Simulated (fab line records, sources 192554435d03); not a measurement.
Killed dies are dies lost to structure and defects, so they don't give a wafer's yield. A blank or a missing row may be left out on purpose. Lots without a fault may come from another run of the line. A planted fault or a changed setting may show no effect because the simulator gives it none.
fab line records | flow n5_finfet
record lots=7 wafers=21
route steps=1938 shown SD_EPI_N@268 SDB@350 HKMG_FIN@392 GATE_CUT@484
start_h: hours from the record's first day to the start of the lot's first wafer shown | wait_h: hours since the lot's step before | " the same as in the row above | L1.1+2: a row that stands for several wafers | - no value, or no start given | * or withheld: withheld | < > ~ a bound
route shown NAME@n: a module of which the file shows steps, and the number in the route of the first | usual: mean/standard deviation of fault-free wafers | same: alike in all rows | chamber/n: place in a boat | sites: the reading at each site | _std_site: their standard deviation | _edge_site: outer sites' mean less inner sites' | radius_mm: how far each site lies from the wafer's centre | mask NAME#n: copy n | behind: the tool/chamber that last shaped the wafer | hold: why the lot was held/for how many hours/how that ended | device: the transistor (n, p or np) that didn't switch | end of line: the same wafers' tests at the end of the route | a step without rows: its recipe alone | killed: dies lost to structure and defects at the first sort, not the wafer's yield | map: a wafer's dies, x killed, . not, _ none there
set.NAME: the setting as run; set.NAME@STEP: as run at that earlier step | model.NAME: the simulator's own value behind a step, which no gauge read
lots whose settings were changed on purpose; a table a step, a row a wafer
## steps
# step N5_SD_EPI_N_PEB_07
# recipe peb_temp_c=110 peb_time_s=60 resist=CAR-ArF-block
# columns lot.wafer tool chamber start_h wait_h set.peb_temp_c
L075.1+3+5 litho_track-05 0 54.02 0.1 110
L076.1+2+4 litho_track-05 0 59.59 0.1 110
L079.1 litho_track-03 0 78.62 0.1 110
L079.2+4 " 0 " " 108.6
L084.4+5 litho_track-03 0 109.52 0.0 106.8
L084.6 " 0 " " 110
L088.1+4 litho_track-05 0 133.85 0.1 106.3
L088.2 " 0 " " 110
L094.1+6 litho_track-03 0 167.30 0.1 110
L094.5 " 0 " " 107.8
L096.1+6 litho_track-04 0 181.21 0.1 110
L096.4 " 0 " " 107.1
# step N5_SD_EPI_N_DEVELOP_08
# recipe develop_time_s=30 developer=TMAH resist=CAR-ArF-block dev_temp_c=23 rinse_liquid=diw dry=air_spin
# step N5_SD_EPI_N_CD_MEAS_09
# recipe target_cd_nm=120 landing_energy_ev=500 detector=se_inlens
# usual cd_nm=119.9/0.72
# columns lot.wafer tool chamber start_h wait_h set.peb_temp_c@SD_EPI_N_PEB_07 cd_nm
L075.1 cd_sem-03 0 54.08 - 110 120.0
L075.3 " 0 " " 110 119.9
L075.5 " 0 " " 110 119.2
L076.1 cd_sem-02 0 59.65 - 110 121.0
L076.2 " 0 " " 110 119.6
L076.4 " 0 " " 110 119.6
L079.1 cd_sem-01 0 78.69 - 110 119.7
L079.2 " 0 " " 108.6 115.5
L079.4 " 0 " " 108.6 116.5
L084.4 cd_sem-02 0 109.59 - 106.8 110.3
L084.5 " 0 " " 106.8 111.8
L084.6 " 0 " " 110 118.7
L088.1 cd_sem-01 0 133.92 - 106.3 107.4
L088.2 " 0 " " 110 118.7
L088.4 " 0 " " 106.3 108.8
L094.1 cd_sem-03 0 167.37 - 110 121.1
L094.5 " 0 " " 107.8 115.0
L094.6 " 0 " " 110 120.8
L096.1 cd_sem-02 0 181.27 - 110 119.9
L096.4 " 0 " " 107.1 112.0
L096.6 " 0 " " 110 119.2
# step N5_SD_EPI_N_DESCUM_14
# recipe chemistry=O2 time_s=7.9 source_power_w=50 bias_power_w=20 pressure_mtorr=20 rf_frequency_hz=2.712e+07 temp_c=40 resist=CAR-ArF-block o2_flow_sccm=225
# columns lot.wafer tool chamber start_h wait_h set.peb_temp_c@SD_EPI_N_PEB_07 model.SD_EPI_N.cd_nm
L075.1 rie_diel-06 1 54.17 0.0 110 120.2
L075.3 " 2 " " 110 119.8
L075.5 " 1 " " 110 119.4
L076.1 rie_diel-06 1 59.74 0.0 110 120.6
L076.2+4 " 2,3 " " 110 119.6
L079.1 rie_diel-06 0 78.78 0.0 110 120
L079.2 " 1 " " 108.6 115.2
L079.4 " 2 " " 108.6 116.4
L084.4 rie_diel-04 2 109.69 0.0 106.8 110.2
L084.5 " 1 " " 106.8 111.4
L084.6 " 0 " " 110 118.8
L088.1 rie_diel-06 2 134.10 0.1 106.3 107.4
L088.2 " 3 " " 110 118.4
L088.4 " 3 " " 106.3 108.8
L094.1 rie_diel-02 0 167.46 0.0 110 121
L094.5 " 3 " " 107.8 115
L094.6 " 2 " " 110 120.6
L096.1 rie_diel-06 2 181.36 0.0 110 119.8
L096.4 " 2 " " 107.1 112
L096.6 " 0 " " 110 119.4
# step N5_SD_EPI_N_ETCH_34
# recipe chemistry=CF4 target=SiARC target_depth_a=455 mask_material=CAR-ArF-block time_s=75.8 ion_energy_ev=80 pressure_mtorr=40 source_w=545 bias_w=36 Ar_flow_sccm=100 cf4_flow_sccm=100 ends=cleared
# columns lot.wafer tool chamber start_h wait_h set.spin_rpm@SD_EPI_N_COAT_33 model.etch.depth_nm model.CAR-ArF-block_of_SD_EPI_N_COAT_03.thk_nm
L075.1 rie_diel-06 1 54.21 0.0 1500 34.98 111
L075.3 " 2 " " 1407 36.15 109.8
L075.5 " 1 " " 1500 35.18 111.2
L076.1 rie_diel-06 1 59.78 0.0 1500 35.05 110.8
L076.2 " 2 " " 1500 35.08 111
L076.4 " 3 " " 1500 35.01 111
L079.1 rie_diel-06 0 78.82 0.0 1376 36.36 109.6
L079.2 " 1 " " 1376 36.48 110
L079.4 " 2 " " 1500 34.87 111.4
L084.4 rie_diel-04 2 109.74 0.0 1500 35.1 112.4
L084.5 " 1 " " 1500 34.98 112.2
L084.6 " 0 " " 1500 35 112.4
L088.1 rie_diel-06 2 134.14 0.0 1603 34.18 111.4
L088.2 " 3 " " 1500 35.1 110
L088.4 " 3 " " 1603 33.97 111.4
L094.1 rie_diel-02 0 167.49 0.0 1668 33.23 112.8
L094.5 " 3 " " 1500 35.1 111.4
L094.6 " 2 " " 1668 33.21 113.2
L096.1+4 rie_diel-06 2 181.40 0.0 1556 34.32 111.4
L096.6 " 0 " " 1556 34.25 111.8
# step N5_SD_EPI_N_ETCH_35
# recipe chemistry=N2/H2 target=SOC overetch_a=1080 mask_material=SiARC temp_c=40 ion_energy_ev=100 source_w=3000 bias_w=133 pressure_mtorr=20 time_s=486 n2_flow_sccm=200 h2_flow_sccm=200
# columns lot.wafer tool chamber start_h wait_h set.peb_temp_c@SD_EPI_N_PEB_07 model.SD_EPI_N.cd_nm
L075.1 rie_diel-06 1 54.26 0.0 110 120.6
L075.3 " 2 " " 110 120.2
L075.5 " 1 " " 110 120.4
L076.1 rie_diel-06 1 59.83 0.0 110 120.8
L076.2 " 2 " " 110 119
L076.4 " 3 " " 110 120.4
L079.1 rie_diel-06 0 78.87 0.0 110 118.2
L079.2 " 1 " " 108.6 116.2
L079.4 " 2 " " 108.6 116.8
L084.4 rie_diel-04 2 109.92 0.2 106.8 109.4
L084.5 " 1 " " 106.8 112.2
L084.6 " 0 " " 110 117.4
L088.1 rie_diel-06 2 134.20 0.0 106.3 107.6
L088.2 " 3 " " 110 119
L088.4 " 3 " " 106.3 108.8
L094.1 rie_diel-02 0 167.55 0.0 110 121
L094.5 " 3 " " 107.8 118
L094.6 " 2 " " 110 120.6
L096.1 rie_diel-06 2 181.45 0.0 110 118.2
L096.4 " 2 " " 107.1 110.8
L096.6 " 0 " " 110 119.2
# step N5_SD_EPI_N_ETCH_16
# recipe chemistry=CHF3/O2 target=SiO2 target_depth_a=50 mask_material=SOC pressure_mtorr=30 source_w=650 bias_w=170 Ar_flow_sccm=200 CHF3_flow_sccm=50 O2_flow_sccm=5 ion_energy_ev=200
# columns lot.wafer tool chamber start_h wait_h set.target_depth_a model.etch.depth_nm
L075.1 rie_diel-06 1 54.79 0.1 50 4.879
L075.3 " 2 " " 54.22 5.443
L075.5 " 1 " " 54.22 5.275
L076.1 rie_diel-06 1 60.36 0.1 50 4.873
L076.2 " 2 " " 50 4.99
L076.4 " 3 " " 50 4.952
L079.1 rie_diel-06 0 79.40 0.1 50 5.12
L079.2 " 1 " " 55.33 5.42
L079.4 " 2 " " 55.33 5.526
L084.4 rie_diel-04 2 110.31 0.0 50 4.983
L084.5 " 1 " " 50 5.212
L084.6 " 0 " " 50 5.007
L088.1 rie_diel-06 2 134.72 0.1 50 5.029
L088.2 " 3 " " 50 4.86
L088.4 " 3 " " 45.39 4.417
L094.1 rie_diel-02 0 168.07 0.1 50 5.065
L094.5 " 3 " " 50 5.053
L094.6 " 2 " " 50 4.881
L096.1 rie_diel-06 2 181.98 0.1 50 5.023
L096.4 " 2 " " 50 5.016
L096.6 " 0 " " 46.34 4.751
# step N5_SDB_COAT_05
# recipe resist=CAR-ArF spin_rpm=1500 resist_thk_nm=90
# columns lot.wafer tool chamber start_h wait_h set.spin_rpm model.CAR-ArF_of_SDB_COAT_05.thk_nm
L075.1+5 litho_track-02 0 - - 1500 89.8
L075.3 " 0 " " 1500 90
L076.1 litho_track-03 0 - - 1500 90.2
L076.2 " 0 " " 1500 90.6
L076.4 " 0 " " 1500 90.4
L079.1 litho_track-03 0 - - 1500 90.2
L079.2 " 0 " " 1500 90
L079.4 " 0 " " 1381 94
L084.4+6 litho_track-02 0 - - 1637 86
L084.5 " 0 " " 1500 90
L088.1 litho_track-03 0 - - 1500 90
L088.2 " 0 " " 1500 90.2
L088.4 " 0 " " 1560 88.2
L094.1 litho_track-03 0 - - 1500 90
L094.5 " 0 " " 1554 88.2
L094.6 " 0 " " 1554 88
L096.1 litho_track-03 0 - - 1372 94.6
L096.4+6 " 0 " " 1500 90.4
# step N5_SDB_EBR_07
# recipe solvent=PGMEA ebr_width_mm=1.5
# step N5_SDB_SOFTBAKE_06
# recipe temp_c=110 time_s=60 resist=CAR-ArF
# step N5_SDB_EXPOSE_08
# recipe mask_id=SDB na=1.35 source_shape=conventional sigma_outer=0.5 polarization=unpolarized dose_mj=49.6
# step N5_SDB_PEB_09
# recipe peb_temp_c=withheld peb_time_s=60 resist=CAR-ArF
# step N5_SDB_DEVELOP_10
# recipe develop_time_s=30 developer=TMAH resist=CAR-ArF rinse_liquid=diw dry=air_spin dev_temp_c=23
# columns lot.wafer tool chamber start_h wait_h set.spin_rpm@SDB_COAT_05 model.CAR-ArF_of_SDB_COAT_05.thk_nm
L075.1 litho_track-04 0 - - 1500 88
L075.3+5 " 0 " " 1500 88.2
L076.1+4 litho_track-02 0 - - 1500 88.6
L076.2 " 0 " " 1500 89
L079.1 litho_track-04 0 - - 1500 88.6
L079.2 " 0 " " 1500 88.4
L079.4 " 0 " " 1381 92.4
L084.4 litho_track-04 0 - - 1637 84.4
L084.5 " 0 " " 1500 88.4
L084.6 " 0 " " 1637 84.2
L088.1 litho_track-02 0 - - 1500 88.2
L088.2 " 0 " " 1500 88.4
L088.4 " 0 " " 1560 86.6
L094.1 litho_track-02 0 - - 1500 88.4
L094.5 " 0 " " 1554 86.6
L094.6 " 0 " " 1554 86.2
L096.1 litho_track-03 0 - - 1372 92.8
L096.4+6 " 0 " " 1500 88.6
# step N5_HKMG_FIN_COAT_43
# recipe resist=CAR-ArF spin_rpm=1500 resist_thk_nm=90
# columns lot.wafer tool chamber start_h wait_h set.spin_rpm model.CAR-ArF_of_HKMG_FIN_COAT_43.thk_nm
L075.1 litho_track-04 0 - - 1626 86.4
L075.3 " 0 " " 1626 86.2
L075.5 " 0 " " 1500 90.2
L076.1+2+4 litho_track-01 0 - - 1500 90.2
L079.1 litho_track-04 0 - - 1500 90.4
L079.2 " 0 " " 1654 86
L079.4 " 0 " " 1654 86.2
L084.4 litho_track-04 0 - - 1405 93
L084.5 " 0 " " 1500 89.8
L084.6 " 0 " " 1500 90
L088.1 litho_track-01 0 - - 1500 90
L088.2 " 0 " " 1336 95.6
L088.4 " 0 " " 1336 95.2
L094.1 litho_track-04 0 - - 1414 93
L094.5 " 0 " " 1414 93.4
L094.6 " 0 " " 1500 90.2
L096.1+4 litho_track-04 0 - - 1500 90.4
L096.6 " 0 " " 1422 92.8
# step N5_HKMG_FIN_EXPOSE_46
# recipe mask_id=NDIPOLE na=1.35 source_shape=conventional sigma_outer=0.8 polarization=unpolarized dose_mj=40
# columns lot.wafer tool chamber start_h wait_h mask set.dose_mj
L075.1+3+5 arfi_scanner-02 0 76.59 - NDIPOLE#0 40
L076.1+2+4 arfi_scanner-03 0 81.90 - NDIPOLE#0 40
L079.1+2+4 arfi_scanner-03 0 101.38 - NDIPOLE#0 40
L084.4+6 arfi_scanner-02 0 131.41 - NDIPOLE#0 41.82
L084.5 " 0 " " NDIPOLE#0 40
L088.1+2+4 arfi_scanner-02 0 155.87 - NDIPOLE#0 40
L094.1 arfi_scanner-03 0 190.92 - NDIPOLE#0 40
L094.5+6 " 0 " " NDIPOLE#0 37.88
L096.1+4+6 arfi_scanner-03 0 203.48 - NDIPOLE#0 40
# step N5_HKMG_FIN_PEB_47
# recipe peb_temp_c=withheld peb_time_s=60 resist=CAR-ArF
# step N5_HKMG_FIN_DEVELOP_48
# recipe develop_time_s=30 developer=TMAH resist=CAR-ArF rinse_liquid=diw dry=air_spin dev_temp_c=23
# columns lot.wafer tool chamber start_h wait_h set.spin_rpm@HKMG_FIN_COAT_43 model.CAR-ArF_of_HKMG_FIN_COAT_43.thk_nm
L075.1+3 litho_track-01 0 - - 1626 84.6
L075.5 " 0 " " 1500 88.4
L076.1+2 litho_track-05 0 - - 1500 88.4
L076.4 " 0 " " 1500 88.6
L079.1 litho_track-04 0 - - 1500 88.6
L079.2 " 0 " " 1654 84.2
L079.4 " 0 " " 1654 84.4
L084.4 litho_track-01 0 - - 1405 91.2
L084.5 " 0 " " 1500 88
L084.6 " 0 " " 1500 88.4
L088.1 litho_track-01 0 - - 1500 88.4
L088.2 " 0 " " 1336 94
L088.4 " 0 " " 1336 93.6
L094.1 litho_track-01 0 - - 1414 91.2
L094.5 " 0 " " 1414 91.6
L094.6 " 0 " " 1500 88.6
L096.1 litho_track-04 0 - - 1500 88.8
L096.4 " 0 " " 1500 88.6
L096.6 " 0 " " 1422 91
# step N5_HKMG_FIN_CD_MEAS_49
# recipe target_cd_nm=202 landing_energy_ev=500 detector=se_inlens polarity=opening
# usual cd_nm=202.5/0.7
# columns lot.wafer tool chamber start_h wait_h set.dose_mj@HKMG_FIN_EXPOSE_46 cd_nm
L075.1 cd_sem-01 0 76.71 - 40 202.9
L075.3 " 0 " " 40 203.3
L075.5 " 0 " " 40 202.4
L076.1 cd_sem-02 0 82.02 - 40 201.5
L076.2 " 0 " " 40 202.1
L076.4 " 0 " " 40 201.7
L079.1 cd_sem-02 0 101.50 - 40 203.0
L079.2 " 0 " " 40 203.0
L079.4 " 0 " " 40 203.0
L084.4 cd_sem-02 0 131.52 - 41.82 205.9
L084.5 " 0 " " 40 202.0
L084.6 " 0 " " 41.82 205.1
L088.1 cd_sem-01 0 156.00 - 40 202.9
L088.2 " 0 " " 40 202.7
L088.4 " 0 " " 40 202.8
L094.1 cd_sem-02 0 191.04 - 40 202.5
L094.5 " 0 " " 37.88 199.0
L094.6 " 0 " " 37.88 200.0
L096.1 cd_sem-03 0 203.61 - 40 202.5
L096.4 " 0 " " 40 202.1
L096.6 " 0 " " 40 203.1
# step N5_GATE_CUT_EXPOSE_10
# recipe mask_id=GATE_CUT na=0.33 source_shape=annular sigma_inner=0.35 sigma_outer=0.8 polarization=unpolarized target_cd_nm=20 dose_mj=43.25
# columns lot.wafer tool chamber start_h wait_h mask set.dose_mj
L075.1+3 euv_scanner-02 0 88.46 - GATE_CUT#0 40.26
L075.5 " 0 " " GATE_CUT#0 43.25
L076.1+2+4 euv_scanner-02 0 93.87 - GATE_CUT#0 43.25
L079.1+4 euv_scanner-01 0 113.37 - GATE_CUT#0 45.52
L079.2 " 0 " " GATE_CUT#0 43.25
L084.4+5+6 euv_scanner-02 0 143.41 - GATE_CUT#0 43.25
L088.1+2+4 euv_scanner-02 0 167.82 - GATE_CUT#0 43.25
L094.1+5 euv_scanner-02 0 202.52 - GATE_CUT#0 43.25
L094.6 " 0 " " GATE_CUT#0 41.26
L096.1 euv_scanner-02 0 215.21 - GATE_CUT#0 43.25
L096.4+6 " 0 " " GATE_CUT#0 41.69
# step N5_GATE_CUT_PEB_11
# recipe peb_temp_c=100 peb_time_s=60 resist=CAR-EUV
# step N5_GATE_CUT_DEVELOP_12
# recipe develop_time_s=30 developer=TMAH resist=CAR-EUV rinse_liquid=surfactant_rinse dry=air_spin dev_temp_c=23
# step N5_GATE_CUT_CD_MEAS_13
# recipe target_cd_nm=20 landing_energy_ev=500 detector=se_inlens
# usual cd_nm=20.01/0.28
# columns lot.wafer tool chamber start_h wait_h set.dose_mj@GATE_CUT_EXPOSE_10 cd_nm
L075.1 cd_sem-02 0 88.59 - 40.26 18.12
L075.3 " 0 " " 40.26 18.43
L075.5 " 0 " " 43.25 20.50
L076.1 cd_sem-02 0 94.00 - 43.25 20.40
L076.2 " 0 " " 43.25 20.15
L076.4 " 0 " " 43.25 20.13
L079.1 cd_sem-02 0 113.50 - 45.52 20.88
L079.2 " 0 " " 43.25 19.73
L079.4 " 0 " " 45.52 21.12
L084.4 cd_sem-01 0 143.53 - 43.25 19.80
L084.5 " 0 " " 43.25 19.16
L084.6 " 0 " " 43.25 20.00
L088.1 cd_sem-02 0 167.95 - 43.25 19.95
L088.2 " 0 " " 43.25 19.98
L088.4 " 0 " " 43.25 20.04
L094.1 cd_sem-03 0 202.65 - 43.25 20.26
L094.5 " 0 " " 43.25 20.22
L094.6 " 0 " " 41.26 18.75
L096.1 cd_sem-02 0 215.34 - 43.25 19.53
L096.4 " 0 " " 41.69 19.03
L096.6 " 0 " " 41.69 19.70
# step N5_GATE_CUT_DESCUM_18
# recipe chemistry=O2 time_s=7 source_power_w=50 bias_power_w=20 pressure_mtorr=20 rf_frequency_hz=2.712e+07 temp_c=40 resist=CAR-EUV o2_flow_sccm=225
# columns lot.wafer tool chamber start_h wait_h set.dose_mj@GATE_CUT_EXPOSE_10 model.GATE_CUT.cd_nm
L075.1+3 rie_diel-03 3,0 88.72 0.0 40.26 18.2
L075.5 " 1 " " 43.25 20.4
L076.1 rie_diel-01 3 94.13 0.0 43.25 20.2
L076.2+4 " 2,1 " " 43.25 20
L079.1+4 rie_diel-03 1,0 113.63 0.0 45.52 21
L079.2 " 2 " " 43.25 20
L084.4+5+6 rie_diel-05 0,2,3 143.65 0.0 43.25 19.8
L088.1+4 rie_diel-01 0,2 168.14 0.1 43.25 19.8
L088.2 " 1 " " 43.25 19.6
L094.1+5 rie_diel-03 3,1 202.77 0.0 43.25 20
L094.6 " 2 " " 41.26 18.8
L096.1 rie_diel-01 2 215.46 0.0 43.25 19.6
L096.4 " 2 " " 41.69 18.8
L096.6 " 0 " " 41.69 19
## key
split step=N5_SD_EPI_N_PEB_07 setting=peb_temp_c stated=110 by=wafer
response step=N5_SD_EPI_N_CD_MEAS_09 reading=cd_nm change=+2.91 per=1% r=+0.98
response step=N5_SD_EPI_N_DESCUM_14 reading=model.SD_EPI_N.cd_nm change=+2.93 per=1% r=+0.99
response step=N5_SD_EPI_N_ETCH_35 reading=model.SD_EPI_N.cd_nm change=+2.6 per=1% r=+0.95
split step=N5_SD_EPI_N_ETCH_16 setting=target_depth_a stated=50 by=wafer
response step=N5_SD_EPI_N_ETCH_16 reading=model.etch.depth_nm change=+0.0453 per=1% r=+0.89
split step=N5_SDB_COAT_05 setting=spin_rpm stated=1500 by=wafer
response step=N5_SDB_COAT_05 reading=model.CAR-ArF_of_SDB_COAT_05.thk_nm change=-0.475 per=1% r=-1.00
response step=N5_SDB_DEVELOP_10 reading=model.CAR-ArF_of_SDB_COAT_05.thk_nm change=-0.476 per=1% r=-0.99
split step=N5_HKMG_FIN_COAT_43 setting=spin_rpm stated=1500 by=wafer
response step=N5_HKMG_FIN_COAT_43 reading=model.CAR-ArF_of_HKMG_FIN_COAT_43.thk_nm change=-0.468 per=1% r=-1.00
response step=N5_HKMG_FIN_DEVELOP_48 reading=model.CAR-ArF_of_HKMG_FIN_COAT_43.thk_nm change=-0.46 per=1% r=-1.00
split step=N5_HKMG_FIN_EXPOSE_46 setting=dose_mj stated=40 by=wafer
response step=N5_HKMG_FIN_CD_MEAS_49 reading=cd_nm change=+0.647 per=1% r=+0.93
split step=N5_GATE_CUT_EXPOSE_10 setting=dose_mj stated=43.25 by=wafer
response step=N5_GATE_CUT_CD_MEAS_13 reading=cd_nm change=+0.27 per=1% r=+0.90
response step=N5_GATE_CUT_DESCUM_18 reading=model.GATE_CUT.cd_nm change=+0.26 per=1% r=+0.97
split outside_this_file step=N5_SD_EPI_N_COAT_33 setting=spin_rpm
# split outside_this_file: this setting was split too, and the file shows its column; the key of that split is in another file
